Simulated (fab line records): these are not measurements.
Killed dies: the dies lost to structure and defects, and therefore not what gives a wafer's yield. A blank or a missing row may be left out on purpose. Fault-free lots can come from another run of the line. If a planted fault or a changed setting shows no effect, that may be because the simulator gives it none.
Which of the tools did it? / flow n5 finfet / route of 1938 steps, sampled at 1 step: 9 lots, 27 wafers

WHAT EACH GAUGE READ, for each wafer
N5_BEOL_M4_RC_MEAS_101. Usual: DIBL_N 36.5 mV/V, standard deviation 1.7; DIBL_P 36.3 mV/V, standard deviation 2.1; IOFF_N 0.16 nA/um, standard deviation 0.036; IOFF_P 0.21 nA/um, standard deviation 0.037; ION_N 676 uA/um, standard deviation 12; ION_P 462 uA/um, standard deviation 7.6; SS_N 71.5 mV/dec, standard deviation 0.68; SS_P 73.3 mV/dec, standard deviation 0.63; VT_N 249 mV, standard deviation 3.5; VT_P -250 mV, standard deviation 3.5.
lot=L876; measured=day 8 10:57; on=prober-02; DIBL_N (mV/V)=36.3 37.3 36.6; DIBL_P (mV/V)=36.9 38.5 38.4; IOFF_N (nA/um)=0.16 0.17 0.17; IOFF_P (nA/um)=0.18 0.19 0.18; ION_N (uA/um)=681 682 675; ION_P (uA/um)=452 452 453; SS_N (mV/dec)=71.1 71.8 71.8; SS_P (mV/dec)=73.4 72.8 74.1; VT_N (mV)=250 253 250; VT_P (mV)=-253 -255 -256; flag=
lot=L880; measured=day 9 14:08; on=prober-02; DIBL_N (mV/V)=37.0 35.8 35.7; DIBL_P (mV/V)=35.0 32.9 33.9; IOFF_N (nA/um)=0.14 0.12 0.13; IOFF_P (nA/um)=0.20 0.17 0.19; ION_N (uA/um)=672 664 659; ION_P (uA/um)=461 459 460; SS_N (mV/dec)=71.3 71.0 70.6; SS_P (mV/dec)=72.7 72.8 72.7; VT_N (mV)=253 257 252; VT_P (mV)=-249 -251 -251; flag=
lot=L881; measured=day 10 03:45; on=prober-01; DIBL_N (mV/V)=32.8 34.0 37.2; DIBL_P (mV/V)=33.4 34.9 39.0; IOFF_N (nA/um)=0.11 0.12 0.18; IOFF_P (nA/um)=0.17 0.19 0.26; ION_N (uA/um)=650 660 685; ION_P (uA/um)=461 457 469; SS_N (mV/dec)=70.6 70.8 71.6; SS_P (mV/dec)=72.6 72.3 73.8; VT_N (mV)=258 252 248; VT_P (mV)=-251 -252 -244; flag=
lot=L883; measured=day 10 05:56; on=prober-02; DIBL_N (mV/V)=34.7 36.8 37.5; DIBL_P (mV/V)=33.5 34.8 36.9; IOFF_N (nA/um)=0.12 0.16 0.18; IOFF_P (nA/um)=0.15 0.16 0.20; ION_N (uA/um)=657 676 683; ION_P (uA/um)=450 452 455; SS_N (mV/dec)=71.4 71.7 71.2; SS_P (mV/dec)=73.0 72.9 73.3; VT_N (mV)=250 249 248; VT_P (mV)=-257 -256 -254; flag=
lot=L882; measured=day 10 12:07; on=prober-01; DIBL_N (mV/V)=32.2 34.2 36.4; DIBL_P (mV/V)=31.4 33.7 36.5; IOFF_N (nA/um)=0.11 0.13 0.17; IOFF_P (nA/um)=0.16 0.19 0.23; ION_N (uA/um)=670 657 683; ION_P (uA/um)=459 451 465; SS_N (mV/dec)=69.9 69.8 71.2; SS_P (mV/dec)=72.1 73.2 74.2; VT_N (mV)=254 250 249; VT_P (mV)=-251 -253 -249; flag=
lot=L886; measured=day 11 11:20; on=prober-01; DIBL_N (mV/V)=34.2 36.2 36.8; DIBL_P (mV/V)=35.5 37.2 38.8; IOFF_N (nA/um)=0.12 0.15 0.18; IOFF_P (nA/um)=0.17 0.19 0.22; ION_N (uA/um)=664 677 686; ION_P (uA/um)=455 457 465; SS_N (mV/dec)=70.5 70.7 71.7; SS_P (mV/dec)=73.1 73.5 74.0; VT_N (mV)=252 249 247; VT_P (mV)=-254 -250 -250; flag=
lot=L894; measured=day 13 01:03; on=prober-02; DIBL_N (mV/V)=37.4 36.9 37.0; DIBL_P (mV/V)=38.3 37.2 37.3; IOFF_N (nA/um)=0.16 0.16 0.16; IOFF_P (nA/um)=0.22 0.21 0.21; ION_N (uA/um)=676 682 667; ION_P (uA/um)=461 461 463; SS_N (mV/dec)=71.4 70.6 71.3; SS_P (mV/dec)=74.0 73.2 72.6; VT_N (mV)=251 250 250; VT_P (mV)=-249 -251 -248; flag=
lot=L895; measured=day 13 05:24; on=prober-01; DIBL_N (mV/V)=35.0 35.4 38.7; DIBL_P (mV/V)=34.1 34.3 38.4; IOFF_N (nA/um)=0.12 0.12 0.18; IOFF_P (nA/um)=0.17 0.17 0.23; ION_N (uA/um)=665 669 678; ION_P (uA/um)=457 455 464; SS_N (mV/dec)=71.3 71.1 72.1; SS_P (mV/dec)=72.2 72.6 74.3; VT_N (mV)=252 252 247; VT_P (mV)=-251 -255 -248; flag=
lot=L896; measured=day 13 22:52; on=prober-02; DIBL_N (mV/V)=38.3 36.6 35.1; DIBL_P (mV/V)=38.7 36.7 35.0; IOFF_N (nA/um)=0.19 0.14 0.14; IOFF_P (nA/um)=0.25 0.23 0.20; ION_N (uA/um)=673 654 668; ION_P (uA/um)=469 459 462; SS_N (mV/dec)=72.7 71.7 71.7; SS_P (mV/dec)=73.5 73.3 73.1; VT_N (mV)=246 253 250; VT_P (mV)=-248 -248 -249; flag=

TOOL THAT RAN EACH LOT (tool first, then ch and the chambers of the sampled wafers, then the start)
There is no process step in the record ahead of these readings.

WHAT THE TOOLS THEMSELVES READ (means of the sampled wafers that have a number; where no wafer has one, the mark that the record gives instead)
The record holds no such reading with a usual standard deviation.

THE ANSWER, worked out from the rows above alone
Rule: a lot is off if the mean of its wafers that have a number lies more than 3 standard deviations from the usual mean. Also off: a lot with no number at a reading for which 4 or more lots have one. Where the step has rows for the other lots, those lots are counted as sound. Order of review: gauges by route order, followed by the tools' own readings, for which a lot's mean as printed above is used. At the first step where some lot is off, the reading lying furthest off is the one used; lots without a number count as furthest.
Across all readings shown, no lot is off: no conclusion can be drawn from this.

WHAT WAS PUT IN BY THE SIMULATOR
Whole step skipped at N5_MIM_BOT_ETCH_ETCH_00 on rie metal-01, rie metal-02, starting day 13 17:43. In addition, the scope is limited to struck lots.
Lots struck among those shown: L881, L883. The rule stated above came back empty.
